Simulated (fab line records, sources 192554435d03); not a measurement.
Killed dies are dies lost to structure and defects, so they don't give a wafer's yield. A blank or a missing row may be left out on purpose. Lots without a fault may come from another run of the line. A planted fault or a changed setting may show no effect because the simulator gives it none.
fab line records | flow n5_finfet
record lots=5 wafers=13 last_day=17
route steps=1938 shown BEOL_M0_SAQP@646 BEOL_M4@1111
lots that met no fault: from a run of the same line without faults
start_h: hours from the record's first day to the start of the lot's first wafer shown | wait_h: hours since the lot's step before | " the same as in the row above | L1.1+2: a row that stands for several wafers | - no value, or no start given | * or withheld: withheld | < > ~ a bound
route shown NAME@n: a module of which the file shows steps, and the number in the route of the first | usual: mean/standard deviation of fault-free wafers | same: alike in all rows | chamber/n: place in a boat | sites: the reading at each site | _std_site: their standard deviation | _edge_site: outer sites' mean less inner sites' | radius_mm: how far each site lies from the wafer's centre | mask NAME#n: copy n | behind: the tool/chamber that last shaped the wafer | hold: why the lot was held/for how many hours/how that ended | device: the transistor (n, p or np) that didn't switch | end of line: the same wafers' tests at the end of the route | a step without rows: its recipe alone | killed: dies lost to structure and defects at the first sort, not the wafer's yield | map: a wafer's dies, x killed, . not, _ none there
set.NAME: the setting as run; set.NAME@STEP: as run at that earlier step | model.NAME: the simulator's own value behind a step, which no gauge read
lots at some steps of the route; a table a step, a row a wafer
services: from which hour (start_h, from the record's first day; less than 0 if before it) a tool's chamber was out of use, for how many hours, and why
## steps
# step N5_BEOL_M0_SAQP_EXPOSE_11
# recipe mask_id=M0_CORE na=1.35 source_shape=dipole sigma_inner=0.538 sigma_outer=0.738 polarization=te target_cd_nm=42 dose_mj=55
# step N5_BEOL_M0_SAQP_PEB_12
# recipe peb_temp_c=withheld peb_time_s=60 resist=CAR-ArF
# step N5_BEOL_M0_SAQP_DEVELOP_13
# recipe develop_time_s=30 developer=TMAH resist=CAR-ArF dev_temp_c=23 rinse_liquid=diw dry=air_spin
# step N5_BEOL_M0_SAQP_DESCUM_19
# recipe chemistry=O2 time_s=7.9 source_power_w=50 bias_power_w=20 pressure_mtorr=20 rf_frequency_hz=2.712e+07 temp_c=40 resist=CAR-ArF o2_flow_sccm=225
# step N5_BEOL_M0_SAQP_ETCH_83
# recipe chemistry=CF4 target=SiARC target_depth_a=390 mask_material=CAR-ArF time_s=65 ion_energy_ev=80 pressure_mtorr=40 source_w=545 bias_w=36 Ar_flow_sccm=100 cf4_flow_sccm=100 ends=cleared
# step N5_BEOL_M0_SAQP_ETCH_84
# recipe chemistry=N2/H2 target=SOC target_depth_a=1000 overetch_a=200 mask_material=SiARC temp_c=40 time_s=150 ion_energy_ev=200 pressure_mtorr=30 source_w=840 bias_w=150 n2_flow_sccm=200 h2_flow_sccm=200
# step N5_BEOL_M0_SAQP_STRIP_80
# recipe chemistry=N2/H2 temp_c=40 n2_flow_sccm=200 h2_flow_sccm=200 rf_frequency_hz=6e+07
# step N5_BEOL_M0_SAQP_HM_OPEN_112
# recipe chemistry=CHF3/O2 target=SiO2 stop_on=a-Si target_depth_a=120 over_etch_frac=1.25 mask_material=SOC time_s=13.5 pressure_mtorr=30 source_w=650 bias_w=170 Ar_flow_sccm=200 CHF3_flow_sccm=50 O2_flow_sccm=5 ion_energy_ev=200 ends=end_point
# step N5_BEOL_M0_SAQP_STRIP_113
# recipe chemistry=CHF3/O2 resist=SiARC rf_frequency_hz=6e+07
# step N5_BEOL_M0_SAQP_MANDREL_ETCH_20
# recipe target_depth_a=600 chemistry=HBr/Cl2 target=a-Si stop_on=SiNx bt_time_s=10 mask_material=SOC over_etch_frac=0.5 time_s=30 pressure_mtorr=10 icp_w=800 bias_w=75 HBr_flow_sccm=150 Cl2_flow_sccm=80 ends=end_point
# usual HBr_flow_sccm=150.0/0.45 drypump_motor_current_A=5.9/0.38 mfc_cl2_sccm=80.03/0.26 oes_product_au=0.779/0.012 over_etch_frac=0.5/0 throttle_valve_pct=35.3/0.32
# columns lot.wafer tool chamber start_h wait_h HBr_flow_sccm drypump_motor_current_A mfc_cl2_sccm oes_product_au over_etch_frac rf_hours_counter_h throttle_valve_pct model.SOC_of_BEOL_M0_SAQP_COAT_81.thk_nm model.SiNx_of_BEOL_M0_SAQP_PECVD_97.thk_nm
L286.2 rie_si-06 1 125.61 0.0 150.1 6.2 80.05 0.784 0.5 143 35.3 76.8 17.8
L286.3 " 2 " " 149.5 5.7 80.07 0.762 0.5 38 35.2 75 18
L286.5 " 2 " " 150.1 5.6 80.03 0.765 0.5 - 35.2 75.6 18.6
L294.2 rie_si-06 3 172.84 0.0 149.3 5.5 80.03 0.793 0.5 167 35.2 77.4 18.4
L294.5 " 2 " " 149.8 5.6 80.09 0.771 0.5 - 35.2 76.4 19
L294.6 " 3 " " 149.3 5.6 80.29 0.786 0.5 - 35.2 77.2 18.6
L298.2 rie_si-06 1 206.56 0.0 150.1 6.2 80.30 0.685 0.8477 145 35.5 71.2 15.2
L298.3 " 3 " " 149.7 5.5 80.21 0.777 0.5 168 35.3 76.6 18.2
L301.2 rie_si-06 1 230.56 0.0 149.8 6.2 79.63 0.691 0.8477 145 35.5 70.8 15.4
L301.3 " 3 " " 150.1 5.5 80.14 0.786 0.5 169 35.3 76.8 18.4
L302.1 rie_si-06 2 232.00 0.0 150.3 5.6 80.02 0.766 0.5 40 35.2 76 18.4
L302.2 " 0 " " 149.7 5.9 79.71 0.689 0.8477 84 35.3 70.8 15.2
L302.6 " 2 " " 150.3 5.6 80.39 0.682 0.8477 - 35.3 70.2 15.2
# step N5_BEOL_M0_SAQP_STRIP_86
# recipe chemistry=N2/H2 power_w=500 temp_c=40 pressure_mtorr=50 rf_frequency_hz=6e+07 overash_fraction=0.3 bias_power_w=28 h2_frac=0.5 n2_flow_sccm=300 h2_flow_sccm=300
# step N5_BEOL_M0_SAQP_STRIP_115
# recipe chemistry=post_etch_residue_remover time_s=60 temp_c=25 remover_ph=withheld remover_water_wt_pct=withheld remover_fluoride_wt_pct=withheld
# step N5_BEOL_M0_SAQP_SRD_93
# recipe dry=ipa_marangoni time_s=30 temp_c=23 rinse_liquid=diw
# step N5_BEOL_M0_SAQP_RECESS_114
# recipe chemistry=HF/NH3 target=SiO2 target_depth_a=144 afs_cycles=3 temp_c=30 sublimation_temp_c=180 sublimation_time_s=60
# step N5_BEOL_M0_SAQP_SPACER1_ALD_98
# recipe material=SiO2 target_thk_a=128 temp_c=300 ald_precursor_family=BDEAS ald_co_reactant=O2-plasma pulse_time_s=1 purge_time_s=2 co_reactant_purge_time_s=2 ald_cycles=138 pressure_torr=2
# step N5_BEOL_M0_SAQP_SPACER1_ETCHBACK_99
# recipe chemistry=CHF3/O2 mode=anisotropic_etchback target=SiO2 target_depth_a=154 time_s=7.7 pressure_mtorr=30 source_w=650 bias_w=170 Ar_flow_sccm=200 CHF3_flow_sccm=50 O2_flow_sccm=5 ion_energy_ev=200
# step N5_BEOL_M0_SAQP_MANDREL1_REMOVE_100
# recipe chemistry=HBr/Cl2/O2 bt_time_s=10 target=a-Si stop_on=SiNx endpoint=OES-SiCl over_etch_frac=0.85 icp_w=600 bias_w=30 HBr_flow_sccm=150 Cl2_flow_sccm=80 O2_flow_sccm=5 pressure_mtorr=10
# step N5_BEOL_M0_SAQP_ETCH_101
# recipe chemistry=CH3F/O2 target=SiNx mask_material=SiO2 target_depth_a=299 time_s=42.7 pressure_mtorr=30 source_w=395 bias_w=73 Ar_flow_sccm=150 CH3F_flow_sccm=30 O2_flow_sccm=20 ion_energy_ev=120
# step N5_BEOL_M0_SAQP_ETCH_102
# recipe chemistry=CF4 target=SiO2 target_depth_a=40 ion_energy_ev=350 time_s=4.4 pressure_mtorr=10 icp_w=800 bias_w=400 cf4_flow_sccm=80
# step N5_BEOL_M0_SAQP_MANDREL_ETCH_103
# recipe chemistry=HBr/Cl2 target=a-Si target_depth_a=450 bt_time_s=10 stop_on=SiCN mask_material=SiO2 over_etch_frac=0.8 time_s=27 pressure_mtorr=10 icp_w=800 bias_w=75 HBr_flow_sccm=150 Cl2_flow_sccm=80 ends=end_point
# step N5_BEOL_M0_SAQP_RECESS_104
# recipe chemistry=HF/NH3 target=SiO2 target_depth_a=180 afs_cycles=3 temp_c=30 sublimation_temp_c=180 sublimation_time_s=60
# step N5_BEOL_M0_SAQP_COAT_105
# recipe resist=SOC temp_c=250 time_s=60 spin_rpm=1500 resist_thk_nm=100
# step N5_BEOL_M0_SAQP_ETCH_106
# recipe chemistry=N2/H2 target=SOC target_depth_a=1500 stop_on=SiNx ion_energy_ev=100 bias_w=61 pressure_mtorr=30 source_w=850 n2_flow_sccm=200 h2_flow_sccm=200
# usual drypump_motor_current_A=5.6/0.4 oes_product_au=0.75/0.077 rf_vpp_V=240.5/1.2 showerhead_plenum_p_Torr=2.53/0.082 throttle_valve_pct=18.0/0.32
# columns lot.wafer tool chamber start_h wait_h drypump_motor_current_A oes_product_au rf_hours_counter_h rf_vpp_V showerhead_plenum_p_Torr throttle_valve_pct model.SiNx_of_BEOL_M0_SAQP_PECVD_97.thk_nm
L286.2 rie_diel-02 1 127.88 - 5.6 0.77 138 240.6 2.44 18.0 15
L286.3 " 0 " " 5.6 0.65 243 242.3 2.62 17.9 15
L286.5 " 3 " " 5.4 0.83 - 241.5 2.56 17.5 15.6
L294.2 rie_diel-02 3 175.45 - 5.3 0.81 81 240.3 2.55 17.5 15.4
L294.5 " 0 " " 5.6 0.95 - 241.6 2.62 17.5 16
L294.6 " 1 " " 5.6 0.75 - 238.3 2.44 18.0 15.6
L298.2 rie_diel-03 2 208.57 - 5.8 0.99 4 241.2 2.48 17.9 12.2
L298.3 " 1 " " 5.1 0.66 236 240.8 2.52 18.4 15.2
L301.2 rie_diel-01 1 233.13 - 5.3 0.74 170 239.1 2.43 18.1 12.4
L301.3 " 0 " " 6.4 0.73 190 240.1 2.51 17.6 15.4
L302.1 rie_diel-03 0 234.94 - 5.4 0.71 207 242.5 2.65 18.3 15.4
L302.2 " 3 " " 5.2 0.73 167 238.9 2.42 18.0 12.2
L302.6 " 1 " " 5.1 0.66 - 240.3 2.51 18.4 12.2
# step N5_BEOL_M0_SAQP_ETCH_107
# recipe chemistry=CH3F/O2 target=SiNx target_depth_a=300 mask_material=SOC pressure_mtorr=30 source_w=395 bias_w=73 Ar_flow_sccm=150 CH3F_flow_sccm=30 O2_flow_sccm=20 ion_energy_ev=120
# step N5_BEOL_M4_RC_MEAS_101
# usual DIBL_N=35.3/2.5 DIBL_P=35/3.3 IOFF_N=0.15/0.049 IOFF_P=0.20/0.056 ION_N=673/16 ION_P=462/10 SS_N=71.2/0.85 SS_P=73.0/0.97 VT_N=252/4.9 VT_P=-251/5
# columns lot.wafer tool chamber start_h wait_h DIBL_N[mV/V] DIBL_P[mV/V] IOFF_N[nA/um] IOFF_P[nA/um] ION_N[uA/um] ION_P[uA/um] SS_N[mV/dec] SS_P[mV/dec] VT_N[mV] VT_P[mV]
L286.2 prober-01 0 198.07 0.2 38.6 40 0.23 0.29 701 479 72.4 73.8 244 -244
L286.3 " 0 " " 38.0 40 0.21 0.27 670 462 72.1 74.9 244 -246
L286.5 " 0 " " 37.9 40 0.20 0.27 691 472 72.4 74.3 246 -248
L294.2 prober-02 0 237.71 0.2 34.4 33 0.13 0.15 665 452 70.7 72.0 253 -257
L294.5 " 0 " " 36.5 36 0.18 0.19 693 471 71.7 73.0 245 -256
L294.6 " 0 " " 32.6 31 0.10 0.13 649 445 71.2 71.2 255 -261
L298.2 prober-01 0 268.08 0.2 37.0 37 0.17 0.27 677 475 72.1 74.0 249 -241
L298.3 " 0 " " 38.2 38 0.19 0.27 704 487 72.0 74.3 245 -243
L301.2 prober-01 0 292.51 0.2 32.2 31 0.09 0.13 644 448 70.0 70.9 258 -256
L301.3 " 0 " " 36.0 36 0.14 0.20 664 459 70.9 73.6 253 -252
L302.1 prober-01 0 296.93 0.0 35.4 34 0.13 0.18 655 457 70.7 72.7 253 -250
L302.2 " 0 " " 32.5 32 0.11 0.17 658 458 69.9 73.1 254 -252
L302.6 " 0 " " 33.8 33 0.12 0.17 659 456 70.6 73.9 253 -251
## services
# columns tool chamber start_h hours kind
rie_diel-01 - 109.57 5.3 repair
rie_diel-01 1 126.45 15.1 repair
rie_diel-03 3 146.00 3.7 repair
rie_diel-02 0 156.91 - clean
rie_diel-02 0 156.91 - consumable_replace:focus_ring
rie_diel-02 0 156.91 15.5 scheduled_down
rie_diel-02 0 156.91 15.5 vent_cycle
rie_diel-03 2 173.35 - clean
rie_diel-03 2 173.35 - consumable_replace:focus_ring
rie_diel-03 2 173.35 19.9 scheduled_down
rie_diel-03 2 173.35 19.9 vent_cycle
rie_si-06 2 176.00 10.6 repair
rie_diel-01 1 197.73 6.1 repair
rie_diel-01 1 210.44 1.8 repair
rie_diel-02 - 212.13 28.1 pm
rie_si-06 0 225.75 1.0 repair
## key
first_sign step=N5_BEOL_M0_SAQP_MANDREL_ETCH_20 reading=over_etch_frac direction=up sigmas=99+ usual=0.5 struck=0.8477
effect step=N5_BEOL_M0_SAQP_MANDREL_ETCH_20 reading=oes_product_au direction=down sigmas=7.7 usual=0.779 struck=0.687
model_effect step=N5_BEOL_M0_SAQP_MANDREL_ETCH_20 value=SOC_of_BEOL_M0_SAQP_COAT_81.thk_nm without=76.25 struck=70.75
model_effect step=N5_BEOL_M0_SAQP_ETCH_106 value=SiNx_of_BEOL_M0_SAQP_PECVD_97.thk_nm without=15.1 struck=12.25
met_at N5_BEOL_M0_SAQP_MANDREL_ETCH_20
struck_wafers L298.2,L301.2,L302.2,L302.6
onset_between 172.84 206.56
fault kind=process_parameter_drift tool=rie_si-06 chamber=- onset_h=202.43 steps=N5_BEOL_M0_SAQP_MANDREL_ETCH_20 channel=over_etch_frac offset=0.3477 shape=step end_h=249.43 scope=struck_wafers_only acts_in=these_recipes_only stated=0.5
